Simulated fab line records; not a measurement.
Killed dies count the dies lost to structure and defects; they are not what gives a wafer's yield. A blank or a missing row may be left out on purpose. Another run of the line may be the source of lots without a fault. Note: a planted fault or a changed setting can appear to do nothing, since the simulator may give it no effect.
Which tool was responsible? :: flow n5 finfet :: 12 lots, 36 wafers sampled, at 4 steps of a route of 1938

WHAT THE GAUGES READ, wafer by wafer
N5_BEOL_M11_THK_MEAS_01. Usual: for M11_ILD_THK the level is 268 nm and the standard deviation is 3.2.
lot: L204
measured: day 11 05:26
on: film metro-02
M11_ILD_THK (nm): 264 264 265
flag: 

lot: L205
measured: day 11 14:40
on: film metro-02
M11_ILD_THK (nm): 265 269 272
flag: 

lot: L206
measured: day 11 18:02
on: film metro-02
M11_ILD_THK (nm): 264 261 270
flag: 

lot: L207
measured: day 12 02:52
on: film metro-02
M11_ILD_THK (nm): 266 267 273
flag: 

lot: L210
measured: day 12 18:49
on: film metro-01
M11_ILD_THK (nm): 264 266 271
flag: 

lot: L212
measured: day 12 19:34
on: film metro-01
M11_ILD_THK (nm): 265 265 270
flag: 

lot: L214
measured: day 13 17:25
on: film metro-02
M11_ILD_THK (nm): 263 273 267
flag: 

lot: L218
measured: day 15 00:49
on: film metro-02
M11_ILD_THK (nm): 264 271 273
flag: 

lot: L219
measured: day 15 04:47
on: film metro-01
M11_ILD_THK (nm): 272 268 275
flag: 

lot: L220
measured: day 15 05:10
on: film metro-02
M11_ILD_THK (nm): 265 265 268
flag: 

lot: L222
measured: day 16 09:26
on: film metro-01
M11_ILD_THK (nm): 266 268 270
flag: 

lot: L223
measured: day 16 11:41
on: film metro-01
M11_ILD_THK (nm): 265 264 270
flag: 

N5_BEOL_M11_CD_MEAS_11: target cd 64.1 nm. Usual: 64.2 nm for cd nm, sd 0.52.
lot: L204
measured: day 11 07:33
on: cd sem-01
cd nm (nm): 64.2 63.8 64.3
flag: 

lot: L205
measured: day 11 15:16
on: cd sem-02
cd nm (nm): 64.2 63.7 64.1
flag: 

lot: L206
measured: day 11 21:11
on: cd sem-02
cd nm (nm): 63.2 63.5 63.8
flag: 

lot: L207
measured: day 12 04:19
on: cd sem-02
cd nm (nm): 64.2 64.1 63.6
flag: 

lot: L210
measured: day 12 21:47
on: cd sem-02
cd nm (nm): 64.8 64.5 64.6
flag: 

lot: L212
measured: day 12 22:34
on: cd sem-03
cd nm (nm): 64.0 63.8 63.3
flag: 

lot: L214
measured: day 13 21:05
on: cd sem-02
cd nm (nm): 64.5 64.6 64.6
flag: 

lot: L218
measured: day 15 02:41
on: cd sem-02
cd nm (nm): 63.8 64.0 63.6
flag: 

lot: L219
measured: day 15 06:31
on: cd sem-03
cd nm (nm): 64.3 64.6 65.5
flag: 

lot: L220
measured: day 15 06:42
on: cd sem-02
cd nm (nm): 63.6 63.4 63.9
flag: 

lot: L222
measured: day 16 10:07
on: cd sem-02
cd nm (nm): 64.6 64.7 64.3
flag: 

lot: L223
measured: day 16 13:28
on: cd sem-02
cd nm (nm): 63.9 64.5 64.5
flag: 

EACH LOT AND THE TOOL THAT RAN IT (in order: tool; ch and the chambers of the sampled wafers; start)
lot: L204
N5_BEOL_M10_CMP_52: cmp-01 ch 0,2, day 11 04:20
N5_BEOL_M11_COAT_59: litho track-04 ch 0, day 11 07:11

lot: L205
N5_BEOL_M10_CMP_52: cmp-02 ch 1,2,3, day 11 13:28
N5_BEOL_M11_COAT_59: litho track-03 ch 0, day 11 14:53

lot: L206
N5_BEOL_M10_CMP_52: cmp-04 ch 0,2,3, day 11 16:48
N5_BEOL_M11_COAT_59: litho track-04 ch 0, day 11 20:49

lot: L207
N5_BEOL_M10_CMP_52: cmp-01 ch 0,1, day 12 01:47
N5_BEOL_M11_COAT_59: litho track-02 ch 0, day 12 03:56

lot: L210
N5_BEOL_M10_CMP_52: cmp-01 ch 0,3, day 12 17:25
N5_BEOL_M11_COAT_59: litho track-02 ch 0, day 12 21:32

lot: L212
N5_BEOL_M10_CMP_52: cmp-02 ch 0,2,3, day 12 18:31
N5_BEOL_M11_COAT_59: litho track-04 ch 0, day 12 22:12

lot: L214
N5_BEOL_M10_CMP_52: cmp-02 ch 0,3, day 13 16:06
N5_BEOL_M11_COAT_59: litho track-03 ch 0, day 13 20:50

lot: L218
N5_BEOL_M10_CMP_52: cmp-04 ch 2,3, day 14 23:43
N5_BEOL_M11_COAT_59: litho track-04 ch 0, day 15 02:19

lot: L219
N5_BEOL_M10_CMP_52: cmp-01 ch 0,1,2, day 15 03:44
N5_BEOL_M11_COAT_59: litho track-04 ch 0, day 15 06:08

lot: L220
N5_BEOL_M10_CMP_52: cmp-04 ch 1,3, day 15 03:58
N5_BEOL_M11_COAT_59: litho track-02 ch 0, day 15 06:27

lot: L222
N5_BEOL_M10_CMP_52: cmp-01 ch 0,2,3, day 16 08:25
N5_BEOL_M11_COAT_59: litho track-02 ch 0, day 16 09:44

lot: L223
N5_BEOL_M10_CMP_52: cmp-02 ch 0,1,3, day 16 10:38
N5_BEOL_M11_COAT_59: litho track-02 ch 0, day 16 13:01
- N5_BEOL_M10_CMP_52: polishes, stops on SiCOH lowk, t overpolish 7 s, target thk 140 nm.
- N5_BEOL_M11_COAT_59: time 60 s, resist thk 100 nm.

AS READ BY THE TOOLS THEMSELVES (means over the sampled wafers that have a number; for cases with no such wafer, the mark the record gives instead)
N5_BEOL_M10_CMP_52. Usual: barrier field endpoint s 28.7 s, standard deviation 0.62; motor current A 6.2 A, standard deviation 0.41; overpolish run s 6.999 s, standard deviation 0.0096; time to endpoint s 64.2 s, standard deviation 2.5.
lot: L204
tool: cmp-01
barrier field endpoint s (s): 29.0
motor current A (A): 6.5
overpolish run s (s): 6.998
time to endpoint s (s): 65.0
flag: 

lot: L205
tool: cmp-02
barrier field endpoint s (s): 29.3
motor current A (A): 5.8
overpolish run s (s): 6.997
time to endpoint s (s): 65.5
flag: 

lot: L206
tool: cmp-04
barrier field endpoint s (s): 29.2
motor current A (A): 5.9
overpolish run s (s): 7.000
time to endpoint s (s): 68.8
flag: 

lot: L207
tool: cmp-01
barrier field endpoint s (s): 28.7
motor current A (A): 6.1
overpolish run s (s): 6.999
time to endpoint s (s): 64.4
flag: 

lot: L210
tool: cmp-01
barrier field endpoint s (s): 28.3
motor current A (A): 6.4
overpolish run s (s): 6.999
time to endpoint s (s): 62.7
flag: 

lot: L212
tool: cmp-02
barrier field endpoint s (s): 28.7
motor current A (A): 6.0
overpolish run s (s): 7.012
time to endpoint s (s): 61.6
flag: 

lot: L214
tool: cmp-02
barrier field endpoint s (s): 29.4
motor current A (A): 6.2
overpolish run s (s): 7.008
time to endpoint s (s): 64.4
flag: 

lot: L218
tool: cmp-04
barrier field endpoint s (s): 28.2
motor current A (A): 6.3
overpolish run s (s): 7.003
time to endpoint s (s): 61.6
flag: 

lot: L219
tool: cmp-01
barrier field endpoint s (s): 28.5
motor current A (A): 6.3
overpolish run s (s): 6.997
time to endpoint s (s): 64.8
flag: 

lot: L220
tool: cmp-04
barrier field endpoint s (s): 28.2
motor current A (A): 6.2
overpolish run s (s): 7.009
time to endpoint s (s): 63.8
flag: 

lot: L222
tool: cmp-01
barrier field endpoint s (s): 29.3
motor current A (A): 6.5
overpolish run s (s): 7.002
time to endpoint s (s): 65.2
flag: 

lot: L223
tool: cmp-02
barrier field endpoint s (s): 28.9
motor current A (A): 6.2
overpolish run s (s): 6.992
time to endpoint s (s): 65.8
flag: 

N5_BEOL_M11_COAT_59. Usual: 1500.1 rpm for spin speed rpm, sd 1.1.
lot: L204
tool: litho track-04
spin speed rpm (rpm): 1498.6
flag: 

lot: L205
tool: litho track-03
spin speed rpm (rpm): 1501.5
flag: 

lot: L206
tool: litho track-04
spin speed rpm (rpm): 1500.9
flag: 

lot: L207
tool: litho track-02
spin speed rpm (rpm): 1499.6
flag: 

lot: L210
tool: litho track-02
spin speed rpm (rpm): 1500.9
flag: 

lot: L212
tool: litho track-04
spin speed rpm (rpm): 1501.2
flag: 

lot: L214
tool: litho track-03
spin speed rpm (rpm): 1500.3
flag: 

lot: L218
tool: litho track-04
spin speed rpm (rpm): 1924.1
flag: OFF

lot: L219
tool: litho track-04
spin speed rpm (rpm): 1922.6
flag: OFF

lot: L220
tool: litho track-02
spin speed rpm (rpm): 1499.4
flag: 

lot: L222
tool: litho track-02
spin speed rpm (rpm): 1499.5
flag: 

lot: L223
tool: litho track-02
spin speed rpm (rpm): 1500.8
flag: 

THE ANSWER, worked out from the rows above alone
Rule: lot off if the mean of its wafers having a number is beyond 3 standard deviations from the usual mean. Also off: a lot with no number at a reading for which 4 or more lots have one. Where the step has rows for the other lots, those lots are counted as sound. After the gauges, taken in route order, come the tools' own readings; for these a lot's mean is taken, as printed above. At the first step where some lot is off, the reading lying furthest off is the one used; lots without a number count as furthest.
Off: L218, L219, at N5_BEOL_M11_COAT_59 (spin speed rpm).
A tool fits if, at that step or a process step before it, it ran every lot that is off, and no sound lot after the first of them. One candidate fits, namely litho track-04 at N5_BEOL_M11_COAT_59. Its last sound lot is L212 (day 12 22:12), its first lot that is off L218 (day 15 02:19): a fault that began between those two fits.
On the lots that are off, the tool's own readings at N5_BEOL_M11_COAT_59 differ by more than 5 times the standard deviation of the sound lots' means, which bears it out; spin speed rpm reads 1923.3 rpm there versus 1500.3 rpm on the sound lots.

WHAT THE SIMULATOR HAD INSERTED
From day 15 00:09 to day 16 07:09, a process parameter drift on litho track-04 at N5_BEOL_M11_COAT_59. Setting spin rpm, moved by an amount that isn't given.
Lots struck among those shown: L218, L219. The rule above reached the same finding.
